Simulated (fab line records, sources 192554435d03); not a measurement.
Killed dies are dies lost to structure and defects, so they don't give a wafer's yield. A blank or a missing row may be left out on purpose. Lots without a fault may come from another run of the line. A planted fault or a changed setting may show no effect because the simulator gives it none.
fab line records | flow n5_finfet
record lots=24 wafers=72 last_day=17
route steps=1938 shown BEOL_M15@1812 PASS1_DEP@1831 MIM_TOP_LITHO@1848 MIM_TOP_ETCH@1853
lots that met no fault: from a run of the same line without faults
start_h: hours from the record's first day to the start of the lot's first wafer shown | wait_h: hours since the lot's step before | " the same as in the row above | L1.1+2: a row that stands for several wafers | - no value, or no start given | * or withheld: withheld | < > ~ a bound
route shown NAME@n: a module of which the file shows steps, and the number in the route of the first | usual: mean/standard deviation of fault-free wafers | same: alike in all rows | chamber/n: place in a boat | sites: the reading at each site | _std_site: their standard deviation | _edge_site: outer sites' mean less inner sites' | radius_mm: how far each site lies from the wafer's centre | mask NAME#n: copy n | behind: the tool/chamber that last shaped the wafer | hold: why the lot was held/for how many hours/how that ended | device: the transistor (n, p or np) that didn't switch | end of line: the same wafers' tests at the end of the route | a step without rows: its recipe alone | killed: dies lost to structure and defects at the first sort, not the wafer's yield | map: a wafer's dies, x killed, . not, _ none there
set.NAME: the setting as run; set.NAME@STEP: as run at that earlier step | model.NAME: the simulator's own value behind a step, which no gauge read
steps of the route over a sample of lots; a table a step, a row a wafer
services: from which hour (start_h, from the record's first day; less than 0 if before it) a tool's chamber was out of use, for how many hours, and why
## steps
# step N5_BEOL_M15_STRIP_62
# recipe chemistry=O2 power_w=600 temp_c=60 pressure_mtorr=30 rf_frequency_hz=6e+07 bias_power_w=0 overash_fraction=0.3 o2_flow_sccm=225
# usual drypump_motor_current_A=5.9/0.37 oes_product_au=0.81/0.088 rf_vpp_V=3.7/0.5 showerhead_plenum_p_Torr=2.10/0.086 throttle_valve_pct=16.67/0.18
# columns lot.wafer tool chamber start_h wait_h drypump_motor_current_A oes_product_au rf_hours_counter_h rf_vpp_V showerhead_plenum_p_Torr throttle_valve_pct
L075.2 rie_diel-05 1 - - 6.1 0.72 197 3.8 2.17 16.90
L075.3 " 0 " " 5.9 0.82 79 3.6 2.03 16.43
L075.5 " 1 " " 6.1 0.72 - 3.5 2.17 16.93
L076.2 rie_diel-06 1 - - 6.3 0.88 49 3.6 2.23 16.58
L076.4 " 0 " " 5.8 0.78 - 3.8 2.02 16.47
L076.5 " 1 " " 6.3 0.86 - 3.5 2.23 16.57
L074.4 rie_diel-05 2 - - 6.3 0.96 2 4.1 2.23 16.69
L074.5 " 1 " " 6.1 0.73 - 3.2 2.17 16.94
L074.6 " 2 " " 6.4 0.95 - 2.4 2.23 16.69
L077.1 rie_diel-05 2 - - 6.4 0.94 3 3.8 2.23 16.67
L077.2 " 1 " " 6.1 0.72 200 3.2 2.16 16.91
L077.6 " 3 " " 5.2 0.71 - 3.5 1.99 16.98
L078.1 rie_diel-01 1 - - 5.5 0.70 249 4.3 2.15 16.92
L078.3 " 0 " " 5.2 0.75 155 4.1 2.10 16.65
L078.6 " 0 " " 5.2 0.75 - 4.3 2.10 16.65
L079.1 rie_diel-06 1 - - 6.4 0.85 58 4.2 2.23 16.57
L079.2 " 3 " " 6.0 0.87 44 4.1 2.04 16.50
L079.5 " 0 " " 5.8 0.76 - 4.1 2.02 16.50
L083.3 rie_diel-06 1 - - 6.4 0.84 64 3.8 2.22 16.59
L083.4 " 2 " " 5.9 0.95 7 3.4 2.05 16.56
L083.5 " 1 " " 6.4 0.86 - 4.3 2.22 16.60
L081.3 rie_diel-06 3 - - 6.0 0.85 50 3.8 2.04 16.50
L081.5 " 0 " " 5.8 0.76 - 3.4 2.02 16.50
L081.6 " 1 " " 6.3 0.85 - 3.5 2.22 16.59
L082.1 rie_diel-05 1 - - 6.1 0.71 210 3.5 2.16 16.96
L082.4 " 3 " " 5.2 0.70 231 4.3 1.98 16.99
L082.5 " 0 " " 5.9 0.80 - 3.1 2.03 16.45
L080.1 rie_diel-05 2 - - 6.3 0.90 17 3.1 2.23 16.70
L080.5 " 2 " " 6.3 0.90 - 3.6 2.23 16.70
L080.6 " 3 " " 5.2 0.69 - 2.6 1.98 16.97
L084.1 rie_diel-06 2 - - 5.9 0.93 12 4.3 2.05 16.59
L084.2 " 1 " " 6.4 0.84 70 3.3 2.22 16.59
L084.6 " 2 " " 5.9 0.93 - 3.5 2.05 16.58
L085.3 rie_diel-01 3 - - 5.5 0.69 250 4.3 1.97 16.79
L085.4 " 3 " " 5.5 0.69 - 3.3 1.97 16.79
L085.5 " 0 " " 5.3 0.73 - 3.7 2.09 16.69
L087.1 rie_diel-06 2 - - 5.9 0.93 15 4.5 2.05 16.59
L087.2 " 3 " " 6.0 0.85 58 3.5 2.04 16.55
L087.3 " 0 " " 5.8 0.75 166 3.5 2.01 16.52
L086.1 rie_diel-01 1 - - 5.5 0.96 11 3.3 2.15 16.46
L086.2 " 2 " " 6.1 0.75 175 4.4 2.09 17.04
L086.5 " 2 " " 6.1 0.76 - 3.6 2.09 17.01
L088.1 rie_diel-05 3 - - 5.2 0.69 240 3.7 1.98 17.01
L088.2 " 1 " " 6.1 0.71 220 2.9 2.16 16.97
L088.6 " 3 " " 5.2 0.69 - 3.2 1.98 17.00
L091.1 rie_diel-01 2 - - 6.1 0.74 184 2.8 2.08 17.02
L091.2 " 0 " " 5.2 0.72 184 4.6 2.09 16.72
L091.3 " 1 " " 5.5 0.94 20 3.0 2.14 16.49
L089.1 rie_diel-01 0 - - 5.3 0.72 187 3.3 2.09 16.72
L089.2 " 1 " " 5.5 0.92 23 4.2 2.14 16.50
L089.4 " 2 " " 6.1 0.74 187 3.6 2.08 17.02
L090.3 rie_diel-06 3 - - 6.0 0.83 69 3.9 2.03 16.57
L090.5 " 1 " " 6.4 0.82 - 3.1 2.22 16.64
L090.6 " 2 " " 5.9 0.90 - 3.9 2.05 16.61
L093.2 rie_diel-06 1 - - 6.4 0.83 84 3.0 2.22 16.62
L093.3 " 2 " " 5.9 0.91 26 3.3 2.05 16.61
L093.4 " 0 " " 5.8 0.75 177 3.5 2.01 16.54
L092.2 rie_diel-05 3 - - 5.2 0.68 250 3.3 1.98 17.04
L092.4 " 0 " " 5.9 0.79 111 4.0 2.02 16.48
L092.6 " 2 " " 6.3 0.87 - 3.4 2.22 16.72
L094.4 rie_diel-06 2 - - 5.9 0.89 29 3.4 2.05 16.61
L094.5 " 2 " " 5.9 0.89 - 3.8 2.05 16.60
L094.6 " 1 " " 6.3 0.82 - 3.8 2.22 16.64
L095.1 rie_diel-06 3 - - 6.0 0.83 74 4.5 2.03 16.56
L095.4 " 0 " " 5.8 0.74 183 3.3 2.01 16.54
L095.5 " 3 " " 6.0 0.82 - 3.6 2.03 16.55
L096.1 rie_diel-05 0 - - 5.9 0.77 117 4.5 2.02 16.50
L096.2 " 1 " " 6.1 0.70 237 3.8 2.15 16.99
L096.5 " 1 " " 6.1 0.70 - 3.1 2.15 17.00
L097.2 rie_diel-01 1 - - 5.5 0.91 31 3.3 2.14 16.51
L097.3 " 3 " " 5.4 0.94 11 4.0 2.23 16.35
L097.4 " 0 " " 5.3 0.72 196 3.5 2.08 16.73
# step N5_BEOL_M15_ETCH_38
# recipe chemistry=CF4/N2 target=SiCN target_depth_a=1064 taper_deg=2 time_s=120.5 ion_energy_ev=150 mask_material=SiO2 pressure_mtorr=40 source_w=430 bias_w=70 Ar_flow_sccm=100 cf4_flow_sccm=60 n2_flow_sccm=60
# usual drypump_motor_current_A=5.9/0.36 mfc_ar_sccm=99.99/0.29 oes_product_au=0.81/0.091 rf_vpp_V=382.3/2.3 showerhead_plenum_p_Torr=2.21/0.084 throttle_valve_pct=15.44/0.2
# columns lot.wafer tool chamber start_h wait_h drypump_motor_current_A mfc_ar_sccm oes_product_au rf_hours_counter_h rf_vpp_V showerhead_plenum_p_Torr throttle_valve_pct
L075.2 rie_diel-05 1 - - 6.1 99.42 0.73 197 383.9 2.28 15.74
L075.3 " 0 " " 5.9 100.45 0.82 79 380.2 2.15 15.24
L075.5 " 1 " " 6.1 99.91 0.72 - 383.8 2.28 15.74
L076.2 rie_diel-06 1 - - 6.3 100.23 0.87 49 383.3 2.33 15.29
L076.4 " 0 " " 5.8 100.71 0.77 - 379.7 2.12 15.22
L076.5 " 1 " " 6.3 100.01 0.87 - 385.6 2.33 15.28
L074.4 rie_diel-05 2 - - 6.3 99.91 0.95 2 386.7 2.34 15.41
L074.5 " 1 " " 6.1 99.94 0.72 - 383.9 2.28 15.73
L074.6 " 2 " " 6.4 100.60 0.95 - 385.3 2.34 15.42
L077.1 rie_diel-05 2 - - 6.4 99.82 0.93 3 386.9 2.34 15.42
L077.2 " 1 " " 6.1 99.69 0.72 200 383.0 2.28 15.74
L077.6 " 3 " " 5.3 100.00 0.70 - 378.4 2.10 15.76
L078.1 rie_diel-01 1 - - 5.5 99.60 0.70 249 382.2 2.25 15.69
L078.3 " 0 " " 5.3 99.69 0.75 155 381.4 2.21 15.43
L078.6 " 0 " " 5.3 99.69 0.75 - 381.6 2.21 15.43
L079.1 rie_diel-06 1 - - 6.3 99.83 0.86 59 385.1 2.33 15.29
L079.2 " 3 " " 6.0 100.04 0.87 44 382.3 2.16 15.33
L079.5 " 0 " " 5.8 99.50 0.77 - 379.6 2.12 15.24
L083.3 rie_diel-06 1 - - 6.3 99.64 0.86 64 384.4 2.33 15.32
L083.4 " 2 " " 5.9 100.28 0.97 7 381.3 2.17 15.33
L083.5 " 1 " " 6.3 100.45 0.87 - 385.2 2.33 15.31
L081.3 rie_diel-06 3 - - 6.0 99.79 0.87 50 380.2 2.16 15.34
L081.5 " 0 " " 5.8 99.82 0.76 - 379.3 2.12 15.24
L081.6 " 1 " " 6.3 99.17 0.86 - 384.9 2.33 15.32
L082.1 rie_diel-05 1 - - 6.1 99.97 0.72 210 384.7 2.28 15.76
L082.4 " 3 " " 5.3 100.16 0.70 231 379.7 2.10 15.77
L082.5 " 0 " " 5.9 99.95 0.80 - 380.6 2.14 15.27
L080.1 rie_diel-05 2 - - 6.4 99.96 0.90 17 385.7 2.34 15.44
L080.5 " 2 " " 6.4 100.08 0.90 - 385.6 2.34 15.44
L080.6 " 3 " " 5.2 99.72 0.70 - 379.8 2.10 15.77
L084.1 rie_diel-06 2 - - 5.9 99.92 0.93 12 381.7 2.17 15.36
L084.2 " 1 " " 6.4 100.15 0.85 70 385.4 2.32 15.33
L084.6 " 2 " " 5.9 99.96 0.94 - 380.4 2.17 15.35
L085.3 rie_diel-01 3 - - 5.4 100.10 0.71 250 379.0 2.09 15.64
L085.4 " 3 " " 5.4 100.41 0.71 - 379.2 2.09 15.65
L085.5 " 0 " " 5.3 100.29 0.74 - 382.2 2.20 15.45
L087.1 rie_diel-06 2 - - 5.9 100.29 0.93 15 381.4 2.16 15.35
L087.2 " 3 " " 6.0 100.51 0.85 58 380.6 2.16 15.34
L087.3 " 0 " " 5.8 100.11 0.75 166 380.5 2.11 15.26
L086.1 rie_diel-01 1 - - 5.6 100.59 0.96 11 383.3 2.25 15.22
L086.2 " 2 " " 6.1 99.58 0.75 175 381.8 2.20 15.80
L086.5 " 2 " " 6.1 99.99 0.75 - 382.3 2.20 15.81
L088.1 rie_diel-05 3 - - 5.2 99.52 0.69 240 380.6 2.09 15.79
L088.2 " 1 " " 6.1 99.93 0.70 220 385.1 2.27 15.77
L088.6 " 3 " " 5.2 99.95 0.69 - 379.5 2.09 15.79
L091.1 rie_diel-01 2 - - 6.1 99.83 0.74 184 381.5 2.20 15.82
L091.2 " 0 " " 5.3 99.91 0.73 184 381.1 2.20 15.49
L091.3 " 1 " " 5.5 99.59 0.95 20 382.6 2.25 15.23
L089.1 rie_diel-01 0 - - 5.2 100.25 0.72 187 381.6 2.20 15.49
L089.2 " 1 " " 5.5 100.14 0.94 23 383.4 2.24 15.24
L089.4 " 2 " " 6.1 99.80 0.74 187 382.6 2.20 15.84
L090.3 rie_diel-06 3 - - 6.0 99.92 0.85 69 381.7 2.15 15.38
L090.5 " 1 " " 6.3 100.07 0.85 - 384.8 2.32 15.35
L090.6 " 2 " " 5.9 99.75 0.91 - 381.7 2.16 15.38
L093.2 rie_diel-06 1 - - 6.3 99.74 0.83 84 386.5 2.32 15.35
L093.3 " 2 " " 5.9 99.92 0.90 26 382.6 2.16 15.38
L093.4 " 0 " " 5.8 100.04 0.74 178 380.0 2.11 15.27
L092.2 rie_diel-05 3 - - 5.2 100.36 0.68 250 379.8 2.09 15.80
L092.4 " 0 " " 5.9 99.61 0.78 111 380.6 2.14 15.31
L092.6 " 2 " " 6.3 100.23 0.87 - 386.3 2.33 15.47
L094.4 rie_diel-06 2 - - 5.9 100.24 0.90 29 381.2 2.16 15.38
L094.5 " 2 " " 5.9 100.08 0.90 - 380.4 2.16 15.38
L094.6 " 1 " " 6.3 99.50 0.82 - 385.6 2.32 15.35
L095.1 rie_diel-06 3 - - 6.0 100.18 0.83 74 380.9 2.15 15.36
L095.4 " 0 " " 5.8 100.26 0.73 183 380.2 2.11 15.29
L095.5 " 3 " " 6.0 100.03 0.82 - 380.8 2.15 15.37
L096.1 rie_diel-05 0 - - 5.9 100.20 0.77 118 381.0 2.14 15.32
L096.2 " 1 " " 6.1 100.19 0.69 237 383.6 2.27 15.80
L096.5 " 1 " " 6.1 99.99 0.69 - 385.6 2.27 15.81
L097.2 rie_diel-01 1 - - 5.5 99.95 0.91 31 382.9 2.24 15.24
L097.3 " 3 " " 5.4 99.94 0.94 11 384.8 2.35 15.16
L097.4 " 0 " " 5.3 99.64 0.72 196 382.3 2.19 15.50
# step N5_BEOL_M15_ANNEAL_48
# recipe temp_c=225 time_s=90 ambient=N2
# usual wafer_temp_C_max=225.98/0.29
# columns lot.wafer tool chamber start_h wait_h wafer_temp_C_max
L075.2 rtp_anneal-02 0 255.88 0.2 226.44
L075.3 " 0 " " 226.13
L075.5 " 0 " " 226.56
L076.2 rtp_anneal-01 0 257.42 0.3 226.07
L076.4 " 0 " " 225.80
L076.5 " 0 " " 225.87
L074.4 rtp_anneal-02 0 262.90 0.9 226.58
L074.5 " 0 " " 226.42
L074.6 " 0 " " 226.18
L077.1 rtp_anneal-01 0 268.10 0.9 225.70
L077.2 " 0 " " 225.85
L077.6 " 0 " " 225.76
L078.1 rtp_anneal-02 0 273.20 0.3 226.57
L078.3 " 0 " " 226.44
L078.6 " 0 " " 226.00
L079.1 rtp_anneal-01 0 277.97 0.2 225.88
L079.2 " 0 " " 226.09
L079.5 " 0 " " 225.99
L083.3 rtp_anneal-02 0 297.10 0.2 226.26
L083.4 " 0 " " 226.18
L083.5 " 0 " " 226.29
L081.3 rtp_anneal-01 0 299.44 0.2 225.63
L081.5 " 0 " " 225.80
L081.6 " 0 " " 225.66
L082.1 rtp_anneal-02 0 302.37 0.2 226.46
L082.4 " 0 " " 226.48
L082.5 " 0 " " 226.42
L080.1 rtp_anneal-01 0 310.84 0.9 226.08
L080.5 " 0 " " 225.85
L080.6 " 0 " " 225.90
L084.1 rtp_anneal-01 0 316.46 0.2 225.73
L084.2 " 0 " " 225.92
L084.6 " 0 " " 225.98
L085.3 rtp_anneal-02 0 318.95 0.9 226.31
L085.4 " 0 " " 226.12
L085.5 " 0 " " 226.08
L087.1 rtp_anneal-01 0 323.46 0.5 225.84
L087.2 " 0 " " 225.91
L087.3 " 0 " " 225.57
L086.1 rtp_anneal-01 0 323.82 0.2 225.92
L086.2 " 0 " " 225.73
L086.5 " 0 " " 225.74
L088.1 rtp_anneal-01 0 333.30 0.2 226.14
L088.2 " 0 " " 225.86
L088.6 " 0 " " 226.21
L091.1 rtp_anneal-01 0 349.18 0.2 226.00
L091.2 " 0 " " 226.07
L091.3 " 0 " " 226.35
L089.1 rtp_anneal-02 0 356.27 0.2 226.28
L089.2 " 0 " " 226.53
L089.4 " 0 " " 226.66
L090.3 rtp_anneal-01 0 356.72 0.2 225.69
L090.5 " 0 " " 225.71
L090.6 " 0 " " 225.51
L093.2 rtp_anneal-01 0 357.09 0.2 225.67
L093.3 " 0 " " 225.64
L093.4 " 0 " " 225.84
L092.2 rtp_anneal-01 0 363.46 0.2 226.20
L092.4 " 0 " " 225.93
L092.6 " 0 " " 225.96
L094.4 rtp_anneal-01 0 373.07 1.1 225.70
L094.5 " 0 " " 225.85
L094.6 " 0 " " 225.80
L095.1 rtp_anneal-01 0 379.96 1.3 225.75
L095.4 " 0 " " 225.85
L095.5 " 0 " " 225.88
L096.1 rtp_anneal-01 0 382.06 0.9 225.61
L096.2 " 0 " " 225.89
L096.5 " 0 " " 225.83
L097.2 rtp_anneal-01 0 385.43 1.3 225.67
L097.3 " 0 " " 225.58
L097.4 " 0 " " 225.61
# step N5_PASSIVATION_PECVD_00
# recipe material=SiO2 target_thk_a=2000 temp_c=400 precursor=SiH4/N2O pressure_torr=2.7 rf_w=608 time_s=11.2
# usual heater_power_w=647/100 showerhead_plenum_p_Torr=8.15/0.074 showerhead_vpp_V=1543/62 throttle_valve_pct=52.4/2.8
# columns lot.wafer tool chamber start_h wait_h heater_power_w showerhead_plenum_p_Torr showerhead_vpp_V throttle_valve_pct
L075.2 pecvd-03 2 257.58 0.7 558 8.23 1575 49.5
L075.3 " 0 " " 739 8.19 1547 51.1
L075.5 " 1 " " 632 8.15 1506 59.6
L076.2 pecvd-03 2 259.15 0.7 633 8.21 1579 49.2
L076.4 " 0 " " 775 8.17 1540 51.1
L076.5 " 2 " " 635 8.23 1599 49.1
L074.4 pecvd-04 2 264.52 0.4 573 8.26 1494 50.8
L074.5 " 0 " " 722 8.14 1619 53.6
L074.6 " 1 " " 653 8.02 1548 52.1
L077.1 pecvd-04 2 269.83 0.8 499 8.25 1486 50.6
L077.2 " 0 " " 660 8.12 1600 53.4
L077.6 " 0 " " 689 8.15 1575 53.6
L078.1 pecvd-03 2 274.94 0.8 673 8.22 1610 49.5
L078.3 " 1 " " 670 8.18 1474 59.5
L078.6 " 0 " " 772 8.19 1541 51.0
L079.1 pecvd-01 1 279.70 0.8 665 8.17 1418 49.9
L079.2 " 2 " " 490 8.10 1512 51.6
L079.5 " 2 " " 503 8.10 1515 51.6
L083.3 pecvd-03 1 298.75 0.5 670 8.16 1459 59.5
L083.4 " 1 " " 699 8.16 1520 59.5
L083.5 " 2 " " 623 8.23 1569 49.7
L081.3 pecvd-01 0 301.08 0.5 615 8.01 1663 51.5
L081.5 " 0 " " 588 8.03 1663 51.8
L081.6 " 2 " " 450 8.07 1527 51.7
L082.1 pecvd-04 0 304.11 0.8 728 8.12 1603 53.7
L082.4 " 1 " " 801 8.03 1528 51.9
L082.5 " 0 " " 585 8.13 1587 53.5
L080.1 pecvd-04 0 312.58 0.8 709 8.14 1603 53.5
L080.5 " 1 " " 831 8.04 1527 52.0
L080.6 " 0 " " 709 8.15 1592 53.8
L084.1 pecvd-04 0 318.21 0.8 632 8.13 1609 53.6
L084.2 " 2 " " 509 8.25 1501 51.1
L084.6 " 0 " " 634 8.14 1614 53.6
L085.3 pecvd-04 2 320.59 0.5 481 8.26 1491 50.9
L085.4 " 0 " " 721 8.12 1580 53.5
L085.5 " 1 " " 703 8.05 1540 51.9
L087.1 pecvd-01 0 325.22 0.8 526 8.03 1658 51.7
L087.2 " 1 " " 704 8.18 1430 50.0
L087.3 " 2 " " 474 8.11 1558 51.8
L086.1 pecvd-01 0 326.14 0.8 523 8.04 1671 51.8
L086.2 " 1 " " 729 8.18 1418 49.9
L086.5 " 0 " " 527 8.02 1679 51.8
L088.1 pecvd-01 0 335.11 0.8 598 8.00 1670 51.7
L088.2 " 2 " " 462 8.10 1535 51.9
L088.6 " 0 " " 605 8.02 1647 52.1
L091.1 pecvd-01 0 350.92 0.8 572 8.04 1651 51.7
L091.2 " 2 " " 515 8.11 1519 52.1
L091.3 " 1 " " 689 8.18 1428 50.1
L089.1 pecvd-03 1 358.01 0.8 711 8.16 1505 59.5
L089.2 " 0 " " 779 8.21 1501 51.5
L089.4 " 1 " " 726 8.16 1480 59.7
L090.3 pecvd-04 1 358.41 0.5 841 8.02 1532 51.9
L090.5 " 0 " " 646 8.14 1587 53.8
L090.6 " 1 " " 838 8.04 1529 52.0
L093.2 pecvd-03 1 358.94 0.7 693 8.16 1502 59.7
L093.3 " 2 " " 574 8.22 1570 50.1
L093.4 " 1 " " 713 8.16 1499 59.7
L092.2 pecvd-03 2 365.14 0.7 659 8.23 1586 50.2
L092.4 " 0 " " 765 8.20 1520 51.7
L092.6 " 1 " " 758 8.17 1516 59.5
L094.4 pecvd-04 1 374.69 0.4 823 8.04 1528 52.0
L094.5 " 2 " " 570 8.24 1496 51.0
L094.6 " 0 " " 652 8.13 1578 53.4
L095.1 pecvd-03 2 381.70 0.8 687 8.23 1586 50.2
L095.4 " 2 " " 667 8.25 1605 50.1
L095.5 " 1 " " 710 8.17 1486 59.6
L096.1 pecvd-04 0 383.81 0.8 666 8.11 1637 53.8
L096.2 " 2 " " 589 8.26 1500 51.4
L096.5 " 2 " " 461 8.26 1485 51.1
L097.2 pecvd-04 2 387.12 0.7 516 8.25 1484 51.2
L097.3 " 2 " " 521 8.26 1523 51.3
L097.4 " 0 " " 697 8.14 1632 53.5
# step N5_MIM_TOP_LITHO_OVL_MEAS_11
# recipe points_per_wafer=44
# usual MIM_TOP_OVL=-2/5.2
# columns lot.wafer tool chamber start_h wait_h MIM_TOP_OVL[nm]
L075.2 overlay-02 0 261.38 0.0 5
L075.3 " 0 " " 0
L075.5 " 0 " " 1
L076.2 overlay-01 0 264.62 0.0 -4
L076.4 " 0 " " -2
L076.5 " 0 " " -6
L074.4 overlay-02 0 267.14 0.0 2
L074.5 " 0 " " 4
L074.6 " 0 " " 9
L077.1 overlay-02 0 272.56 0.0 -8
L077.2 " 0 " " -10
L077.6 " 0 " " 1
L078.1 overlay-01 0 281.19 0.0 3
L078.3 " 0 " " -7
L078.6 " 0 " " 1
L079.1 overlay-02 0 284.78 0.0 -2
L079.2 " 0 " " -4
L079.5 " 0 " " -7
L083.3 overlay-01 0 301.88 0.0 -7
L083.4 " 0 " " -7
L083.5 " 0 " " 0
L081.3 overlay-01 0 303.22 0.0 0
L081.5 " 0 " " -5
L081.6 " 0 " " -5
L082.1 overlay-02 0 309.24 0.0 -3
L082.4 " 0 " " -4
L082.5 " 0 " " 1
L080.1 overlay-02 0 316.03 0.0 7
L080.5 " 0 " " 6
L080.6 " 0 " " 0
L084.1 overlay-01 0 321.04 0.0 1
L084.2 " 0 " " -7
L084.6 " 0 " " -8
L085.3 overlay-01 0 323.17 0.0 3
L085.4 " 0 " " -2
L085.5 " 0 " " -2
L087.1 overlay-02 0 326.96 0.0 -3
L087.2 " 0 " " -11
L087.3 " 0 " " -7
L086.1 overlay-02 0 330.58 0.0 -5
L086.2 " 0 " " -2
L086.5 " 0 " " -3
L088.1 overlay-01 0 338.27 0.0 -5
L088.2 " 0 " " -1
L088.6 " 0 " " -5
L091.1 overlay-01 0 353.51 0.0 -5
L091.2 " 0 " " 2
L091.3 " 0 " " -2
L089.1 overlay-02 0 361.78 0.0 -5
L089.2 " 0 " " -4
L089.4 " 0 " " 0
L090.3 overlay-01 0 361.94 0.0 2
L090.5 " 0 " " 1
L090.6 " 0 " " -1
L093.2 overlay-01 0 362.34 0.0 7
L093.3 " 0 " " 2
L093.4 " 0 " " 13
L092.2 overlay-01 0 368.49 0.0 -12
L092.4 " 0 " " -10
L092.6 " 0 " " -13
L094.4 overlay-01 0 377.93 0.0 0
L094.5 " 0 " " -3
L094.6 " 0 " " 1
L095.1 overlay-01 0 385.56 0.0 8
L095.4 " 0 " " 2
L095.5 " 0 " " 1
L096.1 overlay-01 0 387.43 0.0 -5
L096.2 " 0 " " -5
L096.5 " 0 " " -7
L097.2 overlay-01 0 390.02 0.0 -7
L097.3 " 0 " " -4
L097.4 " 0 " " -4
# step N5_MIM_TOP_ETCH_PECVD_03
# recipe material=SiNx target_thk_a=200 temp_c=400 precursor=SiH4/NH3/N2 pressure_torr=1.5 rf_w=300 time_s=17.6
# usual heater_power_w=745/110 showerhead_plenum_p_Torr=5.11/0.057 showerhead_vpp_V=1107/64 throttle_valve_pct=39.8/1
# columns lot.wafer tool chamber start_h wait_h heater_power_w showerhead_plenum_p_Torr showerhead_vpp_V throttle_valve_pct
L075.2 pecvd-04 2 261.73 - 615 5.21 1058 39.1
L075.3 " 0 " " 845 5.13 1131 41.7
L075.5 " 1 " " 892 5.05 1062 40.5
L076.2 pecvd-02 0 265.06 - 716 5.20 1231 40.4
L076.4 " 0 " " 700 5.19 1198 40.5
L076.5 " 2 " " 870 5.14 1189 38.3
L074.4 pecvd-02 0 267.62 - 690 5.18 1215 40.4
L074.5 " 1 " " 770 5.02 1064 38.8
L074.6 " 2 " " 891 5.13 1188 38.3
L077.1 pecvd-02 2 272.98 - 923 5.13 1192 38.1
L077.2 " 1 " " 739 5.02 1077 38.5
L077.6 " 0 " " 678 5.19 1229 40.8
L078.1 pecvd-01 0 281.72 - 695 5.04 1162 40.1
L078.3 " 1 " " 727 5.15 1015 38.6
L078.6 " 2 " " 622 5.09 1078 39.8
L079.1 pecvd-02 2 285.23 - 1022 5.14 1194 38.5
L079.2 " 0 " " 718 5.18 1207 40.9
L079.5 " 2 " " 1001 5.14 1178 38.2
L083.3 pecvd-01 1 302.25 - 791 5.15 1019 38.4
L083.4 " 2 " " 635 5.08 1092 40.2
L083.5 " 1 " " 805 5.16 1022 38.4
L081.3 pecvd-01 1 303.58 - 766 5.15 1025 38.7
L081.5 " 0 " " 727 5.04 1165 40.3
L081.6 " 2 " " 647 5.08 1086 39.9
L082.1 pecvd-01 2 309.77 - 596 5.09 1084 40.1
L082.4 " 0 " " 639 5.04 1162 40.3
L082.5 " 2 " " 595 5.10 1094 40.0
L080.1 pecvd-04 0 316.65 - 808 5.13 1124 41.3
L080.5 " 2 " " 665 5.20 1065 39.5
L080.6 " 1 " " 923 5.06 1070 39.9
L084.1 pecvd-04 0 321.45 - 784 5.13 1164 41.5
L084.2 " 2 " " 645 5.20 1056 39.5
L084.6 " 1 " " 793 5.08 1076 40.2
L085.3 pecvd-01 2 323.59 - 558 5.09 1070 40.0
L085.4 " 2 " " 571 5.09 1065 40.1
L085.5 " 1 " " 782 5.16 1018 38.8
L087.1 pecvd-01 2 327.31 - 544 5.10 1052 40.1
L087.2 " 0 " " 699 5.05 1156 39.9
L087.3 " 1 " " 761 5.17 1009 38.5
L086.1 pecvd-04 0 330.96 - 807 5.13 1121 41.6
L086.2 " 2 " " 623 5.19 1050 39.6
L086.5 " 1 " " 953 5.05 1063 40.4
L088.1 pecvd-04 2 338.67 - 690 5.21 1063 39.5
L088.2 " 1 " " 948 5.06 1069 40.3
L088.6 " 0 " " 801 5.11 1126 41.7
L091.1 pecvd-02 2 354.00 - 915 5.14 1196 38.7
L091.2 " 0 " " 694 5.20 1229 40.5
L091.3 " 0 " " 694 5.19 1210 40.9
L089.1 pecvd-04 0 362.20 - 810 5.12 1121 41.5
L089.2 " 1 " " 853 5.05 1077 40.3
L089.4 " 1 " " 832 5.05 1076 40.1
L090.3 pecvd-01 1 362.39 - 816 5.15 1018 38.5
L090.5 " 2 " " 526 5.09 1073 40.2
L090.6 " 0 " " 630 5.05 1165 40.0
L093.2 pecvd-04 0 362.69 - 755 5.12 1098 41.6
L093.3 " 0 " " 763 5.12 1137 41.6
L093.4 " 1 " " 776 5.06 1090 39.9
L092.2 pecvd-01 1 369.08 - 828 5.16 1014 38.5
L092.4 " 0 " " 686 5.06 1165 40.1
L092.6 " 1 " " 813 5.15 1027 38.4
L094.4 pecvd-01 0 378.48 - 722 5.05 1164 40.1
L094.5 " 1 " " 813 5.16 1007 38.6
L094.6 " 2 " " 562 5.09 1078 40.3
L095.1 pecvd-04 0 385.96 - 806 5.13 1099 41.4
L095.4 " 0 " " 800 5.12 1126 41.5
L095.5 " 2 " " 645 5.21 1045 39.6
L096.1 pecvd-01 2 387.82 - 636 5.10 1083 40.3
L096.2 " 0 " " 717 5.05 1152 40.4
L096.5 " 2 " " 627 5.09 1086 40.4
L097.2 pecvd-02 0 390.49 - 647 5.20 1229 40.5
L097.3 " 2 " " 907 5.14 1192 38.6
L097.4 " 1 " " 684 5.01 1065 38.8
## services
# columns tool chamber start_h hours kind
rie_diel-05 2 235.25 4.6 repair
rie_diel-05 2 240.09 - clean
rie_diel-05 2 240.09 - consumable_replace:focus_ring
rie_diel-05 2 240.09 - consumable_replace:showerhead
rie_diel-05 2 240.09 13.4 scheduled_down
rie_diel-05 2 240.09 13.4 vent_cycle
pecvd-03 - 243.56 0.8 repair
rie_diel-06 2 246.36 - clean
rie_diel-06 2 246.36 - consumable_replace:focus_ring
pecvd-02 1 254.24 5.4 repair
pecvd-03 2 281.75 5.9 repair
rie_diel-01 3 321.09 3.5 repair
pecvd-02 - 323.11 2.0 repair
rie_diel-05 0 345.96 4.0 repair
pecvd-02 1 351.24 3.6 repair
pecvd-01 0 352.32 2.8 repair
pecvd-01 1 352.88 5.5 scheduled_down
pecvd-04 2 353.26 16.5 scheduled_down
rie_diel-05 3 362.77 - clean
rie_diel-05 3 362.77 - consumable_replace:focus_ring
rie_diel-05 3 362.77 - consumable_replace:showerhead
rie_diel-01 - 379.94 0.9 repair
pecvd-04 1 383.62 - clean
pecvd-04 1 383.62 - consumable_replace:showerhead
## key
fault none
